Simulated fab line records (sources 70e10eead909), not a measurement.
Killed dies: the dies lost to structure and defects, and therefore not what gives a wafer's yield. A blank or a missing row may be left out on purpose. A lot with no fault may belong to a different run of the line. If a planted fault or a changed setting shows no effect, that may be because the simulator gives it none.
Matching of chambers	flow nandHarc	NHARC_A_CHANNEL_HOLE_D1_ETCH_34 on rieDiel-10 has 4 sister chambers
The step etches the open film in CF4/CHF3, target depth 154 nm, time 77 s. 8 wafers are shown with their chamber, then 8 later ones without.

== WAFERS PAIRED WITH THEIR CHAMBERS ==
wafer	chamber	rfVppV (V)	rfFwdPowerW (W)
L389.2	3	366.9	499.0
L389.5	1	373.7	492.8
L388.3	3	368.5	498.0
L388.6	2	371.4	498.5
L392.3	0	369.1	493.1
L392.5	0	368.6	494.7
L392.6	1	374.5	498.3
L393.1	2	370.1	495.1

== WAFERS WHOSE CHAMBER IS MISSING ==
wafer	rfVppV (V)	rfFwdPowerW (W)
L393.3	372.7	497.1
L393.4	368.3	496.5
L396.1	369.3	495.5
L396.2	367.9	496.8
L396.6	368.3	495.0
L399.2	369.9	495.0
L399.4	368.7	493.3
L399.6	369.5	493.6

== CHAMBER TAKEN BY EACH ==
wafer	from the rows above	in truth
L393.3	can't be placed: 1 or 2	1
L393.4	can't be placed: 3 or 0 or 2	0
L396.1	can't be placed: 0 or 2 or 3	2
L396.2	can't be placed: 3 or 0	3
L396.6	can't be placed: 0 or 3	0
L399.2	can't be placed: 2 or 0 or 3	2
L399.4	0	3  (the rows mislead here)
L399.6	can't be placed: 0 or 2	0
0 of 8 placed correctly. Not placeable from these rows: 7 (in 7, the candidates include the true chamber). 1 placed wrongly.
How it was worked out, from the rows above alone: a wafer's distance from a chamber is the root of the sum, over the readings, of the square of ((its reading less the chamber's mean) divided by the reading's scatter). The wafer belongs to the nearest chamber; if the next one is less than 2 further off, it can't be placed. The mean given for a chamber averages the wafers shown for that chamber. The scatter: the root of (the sum of the squares of (reading less its chamber's mean) over the shown wafers, divided by (wafers less chambers)).
